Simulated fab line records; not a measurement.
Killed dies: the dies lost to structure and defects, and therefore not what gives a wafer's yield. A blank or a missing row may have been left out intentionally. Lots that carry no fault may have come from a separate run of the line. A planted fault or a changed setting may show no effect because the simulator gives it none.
Which tool is to blame? / flow n5_finfet / 11 lots with 33 wafers sampled at 3 steps, on a route of 1938 steps

WHAT EACH GAUGE READ, for each wafer
N5_SDB_OVL_MEAS_12.
lot=L803; measured=day 4 09:04; on=overlay-01; SDB_OVL (nm)=1.3 1.3 0.6
lot=L804; measured=day 4 15:18; on=overlay-02; SDB_OVL (nm)=1.2 1.0 0.5
lot=L805; measured=day 5 01:07; on=overlay-01; SDB_OVL (nm)=-0.8 -0.1 -0.7
lot=L806; measured=day 5 05:17; on=overlay-02; SDB_OVL (nm)=0.8 0.0 0.5
lot=L810; measured=day 6 04:04; on=overlay-01; SDB_OVL (nm)=1.0 0.5 -0.3
lot=L812; measured=day 6 12:57; on=overlay-01; SDB_OVL (nm)=-1.5 -0.6 -1.6
lot=L816; measured=day 7 10:53; on=overlay-02; SDB_OVL (nm)=13.8 13.7 12.6
lot=L819; measured=day 8 10:11; on=overlay-02; SDB_OVL (nm)=15.1 14.5 14.6
lot=L822; measured=day 9 00:37; on=overlay-02; SDB_OVL (nm)=-0.9 0.4 -0.3
lot=L823; measured=day 9 10:55; on=overlay-01; SDB_OVL (nm)=-0.3 0.5 0.4
lot=L824; measured=day 9 14:29; on=overlay-02; SDB_OVL (nm)=-1.5 -0.5 -0.1

WHAT TOOL EACH LOT RAN ON (gives the tool, then ch and the chambers of the sampled wafers, and finally the start)
lot=L803; N5_ILD0_CMP_12=cmp-03 ch 0,1,3, day 4 08:21; N5_SDB_EXPOSE_08=arfi_scanner-02 ch 0, day 4 08:54
lot=L804; N5_ILD0_CMP_12=cmp-03 ch 0,1,3, day 4 14:32; N5_SDB_EXPOSE_08=arfi_scanner-03 ch 0, day 4 15:09
lot=L805; N5_ILD0_CMP_12=cmp-02 ch 1,2,3, day 5 00:19; N5_SDB_EXPOSE_08=arfi_scanner-01 ch 0, day 5 00:58
lot=L806; N5_ILD0_CMP_12=cmp-01 ch 0,2, day 5 04:25; N5_SDB_EXPOSE_08=arfi_scanner-03 ch 0, day 5 05:08
lot=L810; N5_ILD0_CMP_12=cmp-01 ch 1,2, day 6 03:20; N5_SDB_EXPOSE_08=arfi_scanner-01 ch 0, day 6 03:55
lot=L812; N5_ILD0_CMP_12=cmp-02 ch 1,3, day 6 12:09; N5_SDB_EXPOSE_08=arfi_scanner-01 ch 0, day 6 12:48
lot=L816; N5_ILD0_CMP_12=cmp-02 ch 1,2,3, day 7 10:10; N5_SDB_EXPOSE_08=arfi_scanner-03 ch 0, day 7 10:44
lot=L819; N5_ILD0_CMP_12=cmp-01 ch 0,1, day 8 09:22; N5_SDB_EXPOSE_08=arfi_scanner-03 ch 0, day 8 10:03
lot=L822; N5_ILD0_CMP_12=cmp-01 ch 0,3, day 8 23:49; N5_SDB_EXPOSE_08=arfi_scanner-01 ch 0, day 9 00:28
lot=L823; N5_ILD0_CMP_12=cmp-01 ch 1,2, day 9 10:07; N5_SDB_EXPOSE_08=arfi_scanner-02 ch 0, day 9 10:47
lot=L824; N5_ILD0_CMP_12=cmp-01 ch 1,2, day 9 13:38; N5_SDB_EXPOSE_08=arfi_scanner-01 ch 0, day 9 14:20
- N5_ILD0_CMP_12: polishes SiNx, stops on poly-Si, t overpolish 6 s, target thk 17.67 nm.
- N5_SDB_EXPOSE_08: exposes mask SDB.

THE ANSWER, worked out from the rows above alone
Rule: usual is defined by the lots themselves. The widest of any qualifying gaps counts: lots, ordered by their means at a reading, are off when they make up no more than a third of the lots, leave a main group of 4 or more, and stand apart from it by 3 or more times the standard deviation of that group's means. Not used: any main group whose means are identical at the precision the tables above print for the reading. Also off: a lot with no number at a reading for which 4 or more lots have one. Where the step has rows for the other lots, those lots are counted as sound.
Off: L816, L819, seen at N5_SDB_OVL_MEAS_12 (SDB_OVL). Main group: mean 0.0 nm, sd 0.72.
If a tool, at a process step before that reading, ran all the lots that are off and no sound lot after the first of them, it fits. The gauges at N5_SDB_OVL_MEAS_12 are tried like those tools. One fits: arfi_scanner-03 at N5_SDB_EXPOSE_08. A fault onset in the window from L806 (day 5 05:08, its last sound lot) to L816 (day 7 10:44, its first lot off) fits.

WHAT THE SIMULATOR HAD INSERTED
Scanner matching overlay: arfi_scanner-03, from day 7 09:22 on, at N5_SDB_EXPOSE_08. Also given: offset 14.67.
Struck lots among those shown: L816, L819. The rule above found the same.
